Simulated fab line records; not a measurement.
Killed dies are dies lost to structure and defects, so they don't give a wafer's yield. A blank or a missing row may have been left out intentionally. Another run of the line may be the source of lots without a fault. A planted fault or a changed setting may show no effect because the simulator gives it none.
Split-lot study :: flow n5 finfet :: 39 wafers read from 7 lots, route of 1938 steps

== SPLIT DETAILS ==
At N5_BEOL_M7_SPUTTER_48 (material Cu, target thk 10 nm, time 1.667 s), the setting target thk a was moved away from the recipe's 100 angstrom on 9 of the 39 wafers read, by -57.5% to -34.1%. All remaining wafers had this setting at the recipe value.

== FROM THE SPLIT TO THE READING: what the file shows between them, 3 steps ==
- N5_BEOL_M7_ECD_50: material Cu, target thk 300 nm
- N5_BEOL_M7_ANNEAL_51: time 90 s
- N5_BEOL_M7_DEP_56: deposits SiCN from 3MS/NH3, target thk 10 nm, time 17.5 s

== THE READING ==
raw defect count, at N5_BEOL_M7_INSPECT_58 (inspects for defects (darkfield)). A value of 73 with a standard deviation of 22 is what fault-free wafers of this fab line usually give.

wafer: L074.1
tool, chamber at the split: pvd sputter-02, -
target thk a as run, angstrom: 100
against the recipe: recipe
raw defect count: 118
against lot-mates on the recipe: -

wafer: L074.2
tool, chamber at the split: pvd sputter-02, -
target thk a as run, angstrom: 100
against the recipe: recipe
raw defect count: 115
against lot-mates on the recipe: -

wafer: L074.3
tool, chamber at the split: pvd sputter-02, -
target thk a as run, angstrom: 100
against the recipe: recipe
raw defect count: 103
against lot-mates on the recipe: -

wafer: L074.4
tool, chamber at the split: pvd sputter-02, -
target thk a as run, angstrom: 100
against the recipe: recipe
raw defect count: 138
against lot-mates on the recipe: -

wafer: L074.5
tool, chamber at the split: pvd sputter-02, -
target thk a as run, angstrom: 100
against the recipe: recipe
raw defect count: 85
against lot-mates on the recipe: -

wafer: L074.6
tool, chamber at the split: pvd sputter-02, -
target thk a as run, angstrom: 100
against the recipe: recipe
raw defect count: 58
against lot-mates on the recipe: -

wafer: L077.1
tool, chamber at the split: pvd sputter-02, -
target thk a as run, angstrom: 100
against the recipe: recipe
raw defect count: 82
against lot-mates on the recipe: -

wafer: L077.2
tool, chamber at the split: pvd sputter-02, -
target thk a as run, angstrom: 100
against the recipe: recipe
raw defect count: 84
against lot-mates on the recipe: -

wafer: L077.3
tool, chamber at the split: pvd sputter-02, -
target thk a as run, angstrom: 65.86
against the recipe: -34.1%
raw defect count: 102
against lot-mates on the recipe: +33

wafer: L077.4
tool, chamber at the split: pvd sputter-02, -
target thk a as run, angstrom: 65.86
against the recipe: -34.1%
raw defect count: 75
against lot-mates on the recipe: +6

wafer: L077.5
tool, chamber at the split: pvd sputter-02, -
target thk a as run, angstrom: 100
against the recipe: recipe
raw defect count: 42
against lot-mates on the recipe: -

wafer: L077.6
tool, chamber at the split: pvd sputter-02, -
target thk a as run, angstrom: 65.86
against the recipe: -34.1%
raw defect count: 82
against lot-mates on the recipe: +13

wafer: L083.1
tool, chamber at the split: pvd sputter-01, -
target thk a as run, angstrom: 100
against the recipe: recipe
raw defect count: 59
against lot-mates on the recipe: -

wafer: L083.2
tool, chamber at the split: pvd sputter-01, -
target thk a as run, angstrom: 100
against the recipe: recipe
raw defect count: 49
against lot-mates on the recipe: -

wafer: L083.3
tool, chamber at the split: pvd sputter-01, -
target thk a as run, angstrom: 100
against the recipe: recipe
raw defect count: 56
against lot-mates on the recipe: -

wafer: L083.4
tool, chamber at the split: pvd sputter-01, -
target thk a as run, angstrom: 100
against the recipe: recipe
raw defect count: 48
against lot-mates on the recipe: -

wafer: L083.5
tool, chamber at the split: pvd sputter-01, -
target thk a as run, angstrom: 100
against the recipe: recipe
raw defect count: 48
against lot-mates on the recipe: -

wafer: L083.6
tool, chamber at the split: pvd sputter-01, -
target thk a as run, angstrom: 100
against the recipe: recipe
raw defect count: 55
against lot-mates on the recipe: -

wafer: L091.1
tool, chamber at the split: pvd sputter-01, -
target thk a as run, angstrom: 100
against the recipe: recipe
raw defect count: 84
against lot-mates on the recipe: -

wafer: L091.2
tool, chamber at the split: pvd sputter-01, -
target thk a as run, angstrom: 42.47
against the recipe: -57.5%
raw defect count: 253
against lot-mates on the recipe: +172

wafer: L091.3
tool, chamber at the split: pvd sputter-01, -
target thk a as run, angstrom: 100
against the recipe: recipe
raw defect count: 90
against lot-mates on the recipe: -

wafer: L091.4
tool, chamber at the split: pvd sputter-01, -
target thk a as run, angstrom: 42.47
against the recipe: -57.5%
raw defect count: 280
against lot-mates on the recipe: +199

wafer: L091.5
tool, chamber at the split: pvd sputter-01, -
target thk a as run, angstrom: 100
against the recipe: recipe
raw defect count: 68
against lot-mates on the recipe: -

wafer: L091.6
tool, chamber at the split: pvd sputter-01, -
target thk a as run, angstrom: 42.47
against the recipe: -57.5%
raw defect count: 274
against lot-mates on the recipe: +193

wafer: L093.3
tool, chamber at the split: pvd sputter-03, -
target thk a as run, angstrom: 100
against the recipe: recipe
raw defect count: 72
against lot-mates on the recipe: -

wafer: L093.4
tool, chamber at the split: pvd sputter-03, -
target thk a as run, angstrom: 100
against the recipe: recipe
raw defect count: 42
against lot-mates on the recipe: -

wafer: L093.5
tool, chamber at the split: pvd sputter-03, -
target thk a as run, angstrom: 100
against the recipe: recipe
raw defect count: 53
against lot-mates on the recipe: -

wafer: L094.1
tool, chamber at the split: pvd sputter-02, -
target thk a as run, angstrom: 100
against the recipe: recipe
raw defect count: 79
against lot-mates on the recipe: -

wafer: L094.2
tool, chamber at the split: pvd sputter-02, -
target thk a as run, angstrom: 100
against the recipe: recipe
raw defect count: 66
against lot-mates on the recipe: -

wafer: L094.3
tool, chamber at the split: pvd sputter-02, -
target thk a as run, angstrom: 47.1
against the recipe: -52.9%
raw defect count: 271
against lot-mates on the recipe: +201

wafer: L094.4
tool, chamber at the split: pvd sputter-02, -
target thk a as run, angstrom: 100
against the recipe: recipe
raw defect count: 65
against lot-mates on the recipe: -

wafer: L094.5
tool, chamber at the split: pvd sputter-02, -
target thk a as run, angstrom: 47.1
against the recipe: -52.9%
raw defect count: 208
against lot-mates on the recipe: +138

wafer: L094.6
tool, chamber at the split: pvd sputter-02, -
target thk a as run, angstrom: 47.1
against the recipe: -52.9%
raw defect count: 193
against lot-mates on the recipe: +123

wafer: L096.1
tool, chamber at the split: pvd sputter-01, -
target thk a as run, angstrom: 100
against the recipe: recipe
raw defect count: 32
against lot-mates on the recipe: -

wafer: L096.2
tool, chamber at the split: pvd sputter-01, -
target thk a as run, angstrom: 100
against the recipe: recipe
raw defect count: 60
against lot-mates on the recipe: -

wafer: L096.3
tool, chamber at the split: pvd sputter-01, -
target thk a as run, angstrom: 100
against the recipe: recipe
raw defect count: 36
against lot-mates on the recipe: -

wafer: L096.4
tool, chamber at the split: pvd sputter-01, -
target thk a as run, angstrom: 100
against the recipe: recipe
raw defect count: 52
against lot-mates on the recipe: -

wafer: L096.5
tool, chamber at the split: pvd sputter-01, -
target thk a as run, angstrom: 100
against the recipe: recipe
raw defect count: 43
against lot-mates on the recipe: -

wafer: L096.6
tool, chamber at the split: pvd sputter-01, -
target thk a as run, angstrom: 100
against the recipe: recipe
raw defect count: 51
against lot-mates on the recipe: -

FIT RESULTS
A straight line over all 39 wafers: raw defect count changes by -2.88 for each +1% of target thk a; r = -0.87; the points scatter about the line by 35.
The same after taking each lot's own level away (the mean of its wafers on the recipe; 39 wafers): -2.75 for each +1%; r = -0.90; scatter 29.
The reading moves by 1.6e+02 for the largest change in target thk a, on that fit.
Measured against the standard deviation above, the lots' own levels, which go from 45.7 to 102.8, span 2.6 times it.
Consequently the slope shifts little with the lot-to-lot level, the two slopes agreeing.
Check: with one of the wafers moved furthest among these (-57.5%) left out of the fit, the line predicts +152 for it against its lot-mates. It came out at +172 against them.

== FURTHER SPLITS ON THESE WAFERS ==
Before the reading, these wafers also passed through other splits. Each is held against what the fit with the lots' levels taken away leaves over:
other split on the same wafers: N5_SD_EPI_N_DEVELOP_08 develop time s
wafers away from the commonest value: 6
r with raw defect count (lot level and that fit taken away): +0.05

other split on the same wafers: N5_MOL_CONTACT_COAG_ALD_27 ald cycles
wafers away from the commonest value: 12
r with raw defect count (lot level and that fit taken away): -0.07

== THE FILE'S OWN FIT ==
raw defect count changes by -2.69 for each +1% of target thk a, r = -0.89.
